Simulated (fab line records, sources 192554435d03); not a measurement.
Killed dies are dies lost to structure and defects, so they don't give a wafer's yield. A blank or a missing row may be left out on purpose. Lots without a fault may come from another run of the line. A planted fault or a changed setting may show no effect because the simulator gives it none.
Which tool did it? | flow n5_finfet | 11 lots, 33 wafers sampled, at 5 steps of a route of 1938

WHAT THE GAUGES READ, wafer by wafer
N5_BEOL_M5_THK_MEAS_01.
lot  | measured     | on            | M5_ILD_THK (nm)
L466 | day 8 22:33  | film_metro-02 | 119.6 119.7 120.7
L471 | day 10 07:35 | film_metro-02 | 120.3 122.3 122.3
L474 | day 10 12:50 | film_metro-01 | 141.4 138.3 142.4
L473 | day 10 17:58 | film_metro-02 | 141.5 140.6 139.9
L475 | day 11 03:36 | film_metro-01 | 138.5 140.2 141.2
L479 | day 11 19:32 | film_metro-01 | 119.1 120.7 121.8
L481 | day 12 14:40 | film_metro-01 | 120.1 121.5 121.8
L480 | day 12 20:14 | film_metro-01 | 121.5 122.5 121.2
L482 | day 12 21:50 | film_metro-01 | 118.7 122.2 122.6
L483 | day 13 14:22 | film_metro-02 | 118.8 120.9 120.7
L485 | day 14 04:17 | film_metro-01 | 120.4 119.0 121.1

N5_BEOL_M5_CD_MEAS_11: target cd 27.74 nm.
lot  | measured     | on        | cd_nm (nm)
L466 | day 8 23:32  | cd_sem-02 | 27.76 27.93 27.84
L471 | day 10 09:21 | cd_sem-03 | 28.48 27.96 28.03
L474 | day 10 13:19 | cd_sem-03 | 27.80 27.97 27.85
L473 | day 10 19:19 | cd_sem-03 | 28.14 27.76 27.85
L475 | day 11 04:29 | cd_sem-03 | 27.80 27.67 27.66
L479 | day 11 20:10 | cd_sem-01 | 28.29 27.76 27.83
L481 | day 12 15:23 | cd_sem-03 | 27.65 28.09 27.69
L480 | day 12 21:10 | cd_sem-02 | 27.79 28.07 27.52
L482 | day 13 00:01 | cd_sem-02 | 27.71 28.10 28.13
L483 | day 13 17:36 | cd_sem-02 | 27.92 27.80 27.95
L485 | day 14 05:56 | cd_sem-02 | 28.32 28.07 28.03

WHICH TOOL RAN EACH LOT (tool, then ch and the chambers of the sampled wafers, then the start)
lot  | N5_BEOL_M4_SURFACE_TREAT_85  | N5_BEOL_M4_ANNEAL_49         | N5_BEOL_M5_CURE_79
L466 | pvd_sputter-01, day 8 17:05  | pvd_sputter-02, day 8 18:07  | uv_cure-01 ch 0, day 8 22:02
L471 | pvd_sputter-02, day 10 02:51 | pvd_sputter-01, day 10 03:16 | uv_cure-01 ch 1, day 10 07:14
L474 | pvd_sputter-01, day 10 07:58 | pvd_sputter-01, day 10 08:30 | uv_cure-01 ch 0, day 10 12:18
L473 | pvd_sputter-03, day 10 13:09 | pvd_sputter-01, day 10 13:37 | uv_cure-03 ch 0, day 10 17:36
L475 | pvd_sputter-01, day 10 22:57 | pvd_sputter-03, day 10 23:15 | uv_cure-03 ch 1, day 11 03:10
L479 | pvd_sputter-03, day 11 14:38 | pvd_sputter-01, day 11 14:59 | uv_cure-03 ch 2, day 11 19:02
L481 | pvd_sputter-02, day 12 09:20 | pvd_sputter-01, day 12 09:49 | uv_cure-03 ch 2, day 12 14:14
L480 | pvd_sputter-02, day 12 15:12 | pvd_sputter-02, day 12 15:33 | uv_cure-02 ch 2, day 12 19:58
L482 | pvd_sputter-01, day 12 16:23 | pvd_sputter-01, day 12 16:56 | uv_cure-02 ch 2, day 12 21:19
L483 | pvd_sputter-03, day 13 09:41 | pvd_sputter-03, day 13 10:03 | uv_cure-01 ch 0, day 13 13:56
L485 | pvd_sputter-03, day 13 21:53 | pvd_sputter-02, day 13 23:56 | uv_cure-03 ch 2, day 14 03:46
- N5_BEOL_M4_SURFACE_TREAT_85
- N5_BEOL_M4_ANNEAL_49: time 240 s.
- N5_BEOL_M5_CURE_79: cures SiCOH lowk, time 240 s.

WHAT THE TOOLS THEMSELVES READ (means of the sampled wafers that have a number; where no wafer has one, the mark that the record gives instead)
N5_BEOL_M4_ANNEAL_49.
lot  | tool           | heater_power_w (W)
L466 | pvd_sputter-02 | 846
L471 | pvd_sputter-01 | 798
L474 | pvd_sputter-01 | 839
L473 | pvd_sputter-01 | 809
L475 | pvd_sputter-03 | 761
L479 | pvd_sputter-01 | 842
L481 | pvd_sputter-01 | 848
L480 | pvd_sputter-02 | 845
L482 | pvd_sputter-01 | 830
L483 | pvd_sputter-03 | 943
L485 | pvd_sputter-02 | 841

N5_BEOL_M5_CURE_79.
lot  | tool       | lamp_power_pct (%) | run_length_s (s) | wafer_temp_C_max
L466 | uv_cure-01 | 52.30              | 285.8            | 387.4
L471 | uv_cure-01 | 52.33              | 286.2            | 386.5
L474 | uv_cure-01 | -                  | -                | -
L473 | uv_cure-03 | -                  | -                | -
L475 | uv_cure-03 | -                  | -                | -
L479 | uv_cure-03 | 52.28              | 285.5            | 387.9
L481 | uv_cure-03 | 52.28              | 285.6            | 387.7
L480 | uv_cure-02 | 52.28              | 284.8            | 386.8
L482 | uv_cure-02 | 52.39              | 284.9            | 386.6
L483 | uv_cure-01 | 52.34              | 286.1            | 387.4
L485 | uv_cure-03 | 52.31              | 285.6            | 388.2

THE ANSWER, worked out from the rows above alone
Rule: what is usual is taken from the lots themselves. Put in order of their means at a reading, lots are off if they are a third of the lots or fewer, leave a main group of 4 or more, and stand apart from it by a gap of 3 or more times the standard deviation of the main group's means; of several such gaps the widest counts. A main group whose means are all the same, to the digits that the tables above print for the reading, isn't used. A lot without any number at a reading at which 4 lots or more have one is off too. The other lots that the step has rows for count as sound. The gauges are gone through in route order, then the tools' own readings, and for those a lot's mean is taken as printed above. The first step at which some lot is off is used, and at that step the reading that is off furthest; a lot without a number counts as furthest.
Off: L474, L473, L475, at N5_BEOL_M5_THK_MEAS_01 (M5_ILD_THK). The main group: mean 120.8 nm, standard deviation 0.65.
A tool fits if, at a process step before that reading, it ran every lot that is off, and no sound lot after the first of them. The gauges at N5_BEOL_M5_THK_MEAS_01 aren't tried: what is off there is off at N5_BEOL_M5_CURE_79 too, on other tools, and a gauge's error can't cause that. None of those tried fits.

WHAT THE SIMULATOR HAD PUT IN
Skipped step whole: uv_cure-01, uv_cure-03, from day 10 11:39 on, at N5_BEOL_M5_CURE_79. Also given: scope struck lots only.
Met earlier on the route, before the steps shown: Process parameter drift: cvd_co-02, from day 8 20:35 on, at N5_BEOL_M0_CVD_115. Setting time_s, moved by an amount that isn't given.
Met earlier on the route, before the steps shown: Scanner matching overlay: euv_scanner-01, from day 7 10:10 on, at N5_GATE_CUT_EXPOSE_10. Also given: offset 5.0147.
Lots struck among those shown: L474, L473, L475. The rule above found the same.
